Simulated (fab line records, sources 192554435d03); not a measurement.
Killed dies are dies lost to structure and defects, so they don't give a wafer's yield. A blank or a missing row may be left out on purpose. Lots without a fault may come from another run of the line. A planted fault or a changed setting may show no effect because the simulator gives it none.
A struck lot beside a sound one | flow n5_finfet | 17 steps out of a route of 1938
Sound: wafers L854.1, L854.3, L854.5. Struck: wafers L859.4, L859.5, L859.6. The cause comes at the end.
At each step with rows: each side's tool, then ch and its chambers, then its first start. Under that, the readings that differ: sound wafers | struck wafers | difference of the means | sigmas: that difference in standard deviations of wafers without a fault.
alike: readings whose means differ by less than 2 such deviations, and words and numbers that are the same on both sides. not compared: withheld readings, readings that some wafer has no value for, bounds like >300 that may hide the same value, and numbers for which the record gives no deviation and whose values overlap.
The two part at a step that has a row with sigmas, a row that says differs or no value, or rows on one side only. Numbers that don't overlap but have no deviation are shown without sigmas and don't part them. A reading that every wafer of one side lacks parts them only if that side has two wafers or more.

first, 3 steps without rows for these wafers: N5_BEOL_M15_ETCH_61 (etches BARC in N2/H2, target depth 89 nm, overetch 26.7 nm, time 67.9 s); N5_BEOL_M15_TRENCH_ETCH_34 (etches SiO2 in C4F8/O2/Ar, target depth 872.93 nm, time 199 s); N5_BEOL_M15_STRIP_36 (strips in O2).
N5_BEOL_M15_STRIP_62: strips in O2.
  sound on rie_diel-05 ch 1,2; struck on rie_diel-03 ch 1,2
  alike: drypump_motor_current_A, oes_product_au, rf_vpp_V, showerhead_plenum_p_Torr, throttle_valve_pct
  not compared: rf_hours_counter_h
then, 4 steps without rows for these wafers: N5_BEOL_M15_STRIP_37 (strips in O2); N5_BEOL_M15_ETCH_38 (etches SiCN in CF4/N2, target depth 106.4 nm, time 120.5 s); N5_BEOL_M15_PRECLEAN_39 (cleans in residue remover, time 60 s); N5_BEOL_M15_SRD_40 (time 30 s, dry time 30 s).
N5_BEOL_M15_DEGAS_41: time 60 s.
  sound on pvd_sputter-03, day 12 15:37; struck on pvd_sputter-03, day 14 10:25
  alike: heater_power_w
N5_BEOL_M15_PRE_CLEAN_42: time 30 s.
  sound on pvd_sputter-03, day 12 15:40; struck on pvd_sputter-03, day 14 10:27
  alike: heater_power_w
N5_BEOL_M15_SPUTTER_43: material TaN, target thk 15 nm, time 24.19 s.
  sound on pvd_sputter-03, day 12 15:42; struck on pvd_sputter-03, day 14 10:29
  alike: cathode_dc_power_W, chamber_pressure_pa, throttle_valve_pct
N5_BEOL_M15_SPUTTER_44: material Ta, target thk 15 nm, time 24.19 s.
  sound on pvd_sputter-03, day 12 16:12; struck on pvd_sputter-03, day 14 10:34
  reading                                     | sound             | struck            | difference | sigmas
  cathode_dc_power_W (W)                      | 14999 14997 15005 | 10557 10554 10557 | -4444      | -99 or more
  model.Ta_of_BEOL_M15_SPUTTER_44.thk_nm (nm) | 14.8 15 15.2      | 10.8 11.2 10.6    | -4.1       |
  alike: chamber_pressure_pa, throttle_valve_pct
then, 2 steps without rows for these wafers: N5_BEOL_M15_SPUTTER_45 (material Cu, target thk 100 nm, time 16.67 s); N5_BEOL_M15_ECD_47 (material Cu, target thk 1860 nm).
N5_BEOL_M15_ANNEAL_48: time 90 s.
  sound on rtp_anneal-01 ch 0, day 12 16:38; struck on rtp_anneal-01 ch 0, day 14 11:09
  alike: wafer_temp_C_max
N5_BEOL_M15_CMP_49: polishes, stops on SiO2, t overpolish 4.9 s, target thk 850 nm.
  sound on cmp-02 ch 1,3, day 12 16:56; struck on cmp-01 ch 0,3, day 14 11:21
  reading                      | sound             | struck            | difference | sigmas
  barrier_field_endpoint_s (s) | 10.88 11.28 11.05 | 9.67 9.72 9.57    | -1.42      | -5
  retaining_ring_pressure_frac | 0.990 0.999 0.983 | 1.002 0.997 1.006 | +0.011     | +2
  alike: head_pressure_psi, motor_current_A
  not compared: pad_life_wafers
N5_BEOL_M15_THK_MEAS_50: measures by xrf.
  sound on film_metro-01, day 12 17:14; struck on film_metro-01, day 14 11:36
  alike: M15_THK

WHERE THEY PART
First at N5_BEOL_M15_SPUTTER_44; last, within this record, at N5_BEOL_M15_CMP_49. Later steps at which nothing parts them and some readings are alike: N5_BEOL_M15_THK_MEAS_50.

WHY: what the simulator had put in
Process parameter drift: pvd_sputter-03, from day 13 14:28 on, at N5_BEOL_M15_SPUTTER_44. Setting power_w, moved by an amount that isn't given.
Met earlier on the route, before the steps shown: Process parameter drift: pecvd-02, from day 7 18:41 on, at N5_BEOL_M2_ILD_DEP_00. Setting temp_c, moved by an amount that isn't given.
